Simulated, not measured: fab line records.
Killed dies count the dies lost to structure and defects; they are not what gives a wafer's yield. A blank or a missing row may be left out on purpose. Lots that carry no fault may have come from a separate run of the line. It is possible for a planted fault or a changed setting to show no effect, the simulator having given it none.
Which tool is to blame? -- flow nand_harc -- 12 lots with 36 wafers sampled at 4 steps, on a route of 1302 steps

## WHAT THE GAUGES READ, wafer by wafer
No reading from a measuring or inspecting step in the record can be judged against a usual standard deviation.

## TOOL THAT RAN EACH LOT (tool first, then ch and the chambers of the sampled wafers, then the start)
lot,NHARC_A_STAIRCASE_TRIM_189,NHARC_A_STAIRCASE_TRIM_191,NHARC_A_STAIRCASE_ETCH_194,NHARC_A_STAIRCASE_ETCH_199
L721,"rie_diel-04 ch 0,1,2, day 15 22:34","rie_diel-03 ch 2,3, day 15 22:48","rie_diel-11 ch 1,2, day 15 23:17","rie_diel-11 ch 0,2,3, no start"
L725,"rie_diel-04 ch 2,3, day 18 11:32","rie_diel-04 ch 0,1,3, no start","rie_diel-04 ch 0,1,3, no start","rie_diel-11 ch 0,1,3, no start"
L728,"rie_diel-04 ch 0,2,3, day 19 06:22","rie_diel-04 ch 0,3, no start","rie_diel-04 ch 0,2,3, no start","rie_diel-03 ch 0,1, no start"
L733,"rie_diel-03 ch 0,1,2, day 21 03:32","rie_diel-03 ch 0,1,2, no start","rie_diel-03 ch 0,2,3, no start","rie_diel-04 ch 1,2,3, no start"
L735,"rie_diel-03 ch 2,3, day 21 19:13","rie_diel-03 ch 0,1,2, no start","rie_diel-03 ch 0,1, no start","rie_diel-03 ch 1,2, no start"
L737,"rie_diel-04 ch 0,2,3, day 23 00:19","rie_diel-04 ch 1,2,3, no start","rie_diel-04 ch 1,2,3, no start","rie_diel-03 ch 0,1,2, no start"
L738,"rie_diel-11 ch 0,2,3, day 23 00:45","rie_diel-11 ch 1,2, no start","rie_diel-11 ch 1,2,3, no start","rie_diel-04 ch 0,1,3, no start"
L739,"rie_diel-03 ch 0,1,2, day 23 18:50","rie_diel-03 ch 0,1, no start","rie_diel-03 ch 0,1,2, no start","rie_diel-04 ch 0,2, no start"
L741,"rie_diel-11 ch 0,2,3, day 24 14:34","rie_diel-11 ch 1,2,3, no start","rie_diel-11 ch 0,2,3, no start","rie_diel-04 ch 0,2,3, no start"
L740,"rie_diel-03 ch 1,2,3, day 24 15:26","rie_diel-03 ch 2,3, no start","rie_diel-03 ch 1,2,3, no start","rie_diel-03 ch 0,1, no start"
L742,"rie_diel-04 ch 0,1,3, day 24 23:52","rie_diel-04 ch 0,2,3, no start","rie_diel-04 ch 1,2,3, no start","rie_diel-04 ch 0,1,3, no start"
L743,"rie_diel-11 ch 2,3, day 25 10:46","rie_diel-11 ch 0,1,3, no start","rie_diel-11 ch 0,2,3, no start","rie_diel-04 ch 1,2, no start"
- NHARC_A_STAIRCASE_TRIM_189: chemistry O2, time 211.2 s.
- NHARC_A_STAIRCASE_TRIM_191: chemistry O2, time 211.2 s.
- NHARC_A_STAIRCASE_ETCH_194: etches the open film in C4F8/O2, target depth 100 nm, time 40.5 s.
- NHARC_A_STAIRCASE_ETCH_199: etches the open film in C4F8/O2, target depth 100 nm, time 40.5 s.

## WHAT THE TOOLS THEMSELVES READ (means of the sampled wafers that have a number; where no wafer has one, the mark that the record gives instead)
NHARC_A_STAIRCASE_TRIM_189.
lot,tool,drypump_motor_current_A (A),oes_product_au (a.u.),rf_vpp_V (V),run_length_s (s),showerhead_plenum_p_Torr (Torr),throttle_valve_pct (%)
L721,rie_diel-04,5.6,0.999,57.5,232.2,3.52,17.041
L725,rie_diel-04,5.3,0.997,57.5,221.3,3.38,17.040
L728,rie_diel-04,5.4,1.000,58.5,221.1,3.54,17.036
L733,rie_diel-03,5.7,1.012,57.6,232.8,3.65,17.035
L735,rie_diel-03,6.2,1.008,57.9,232.5,3.67,17.039
L737,rie_diel-04,5.4,0.999,57.6,232.4,3.52,17.034
L738,rie_diel-11,5.4,0.989,57.5,232.3,3.42,17.037
L739,rie_diel-03,5.7,1.002,58.1,232.7,3.64,17.032
L741,rie_diel-11,5.4,0.988,57.6,232.7,3.41,17.030
L740,rie_diel-03,5.9,1.009,57.3,232.6,3.60,17.028
L742,rie_diel-04,5.6,0.987,58.4,232.4,3.77,17.033
L743,rie_diel-11,5.4,0.997,57.9,232.4,3.50,17.029

NHARC_A_STAIRCASE_TRIM_191.
lot,tool,drypump_motor_current_A (A),oes_product_au (a.u.),rf_vpp_V (V),run_length_s (s),showerhead_plenum_p_Torr (Torr),throttle_valve_pct (%)
L721,rie_diel-03,6.2,0.999,57.2,232.5,3.52,17.031
L725,rie_diel-04,5.6,0.987,58.1,232.3,3.62,17.029
L728,rie_diel-04,5.3,1.004,57.5,232.3,3.47,17.037
L733,rie_diel-03,5.7,1.018,57.4,232.7,3.65,17.042
L735,rie_diel-03,5.7,1.011,57.3,233.0,3.65,17.034
L737,rie_diel-04,5.5,1.000,57.5,232.2,3.51,17.038
L738,rie_diel-11,5.9,1.001,57.6,232.9,3.38,17.037
L739,rie_diel-03,5.5,1.005,59.0,232.7,3.62,17.034
L741,rie_diel-11,5.7,1.003,58.8,232.7,3.45,17.038
L740,rie_diel-03,6.2,1.012,58.2,232.9,3.73,17.033
L742,rie_diel-04,5.4,0.999,57.7,232.1,3.68,17.033
L743,rie_diel-11,5.6,1.002,58.3,232.8,3.42,17.035

NHARC_A_STAIRCASE_ETCH_194.
lot,tool,oes_product_au (a.u.),rf_vpp_V (V)
L721,rie_diel-11,1.014,893
L725,rie_diel-04,0.938,899
L728,rie_diel-04,0.944,895
L733,rie_diel-03,0.948,902
L735,rie_diel-03,0.951,899
L737,rie_diel-04,0.947,895
L738,rie_diel-11,0.947,893
L739,rie_diel-03,0.942,899
L741,rie_diel-11,0.932,891
L740,rie_diel-03,0.946,899
L742,rie_diel-04,0.925,900
L743,rie_diel-11,0.925,892

NHARC_A_STAIRCASE_ETCH_199.
lot,tool,oes_product_au (a.u.),rf_vpp_V (V)
L721,rie_diel-11,0.940,892
L725,rie_diel-11,0.968,894
L728,rie_diel-03,0.933,900
L733,rie_diel-04,0.959,896
L735,rie_diel-03,0.954,902
L737,rie_diel-03,0.953,900
L738,rie_diel-04,0.939,898
L739,rie_diel-04,0.951,897
L741,rie_diel-04,0.957,902
L740,rie_diel-03,0.938,899
L742,rie_diel-04,0.935,905
L743,rie_diel-04,0.944,897

## THE ANSWER, worked out from the rows above alone
Rule: the usual values come from the lots themselves. Put in order of their means at a reading, lots are off if they are a third of the lots or fewer, leave a main group of 4 or more, and stand apart from it by a gap of 3 or more times the standard deviation of the main group's means; of several such gaps the widest counts. If all means in a main group match to the digits the tables above print for the reading, that group is not used. A lot without any number at a reading at which 4 lots or more have one is off too. The other lots that the step has rows for count as sound. Order of review: gauges by route order, followed by the tools' own readings, for which a lot's mean as printed above is used. At the first step where some lot is off, the reading lying furthest off is the one used; lots without a number count as furthest.
Off: L725, L728 (NHARC_A_STAIRCASE_TRIM_189, run_length_s). Mean 232.5 s and standard deviation 0.18 in the main group.
A tool fits if, at that step or a process step before it, it ran every lot that is off, and no sound lot after the first of them. Of those tried, none fits.

## WHAT THE SIMULATOR PUT IN
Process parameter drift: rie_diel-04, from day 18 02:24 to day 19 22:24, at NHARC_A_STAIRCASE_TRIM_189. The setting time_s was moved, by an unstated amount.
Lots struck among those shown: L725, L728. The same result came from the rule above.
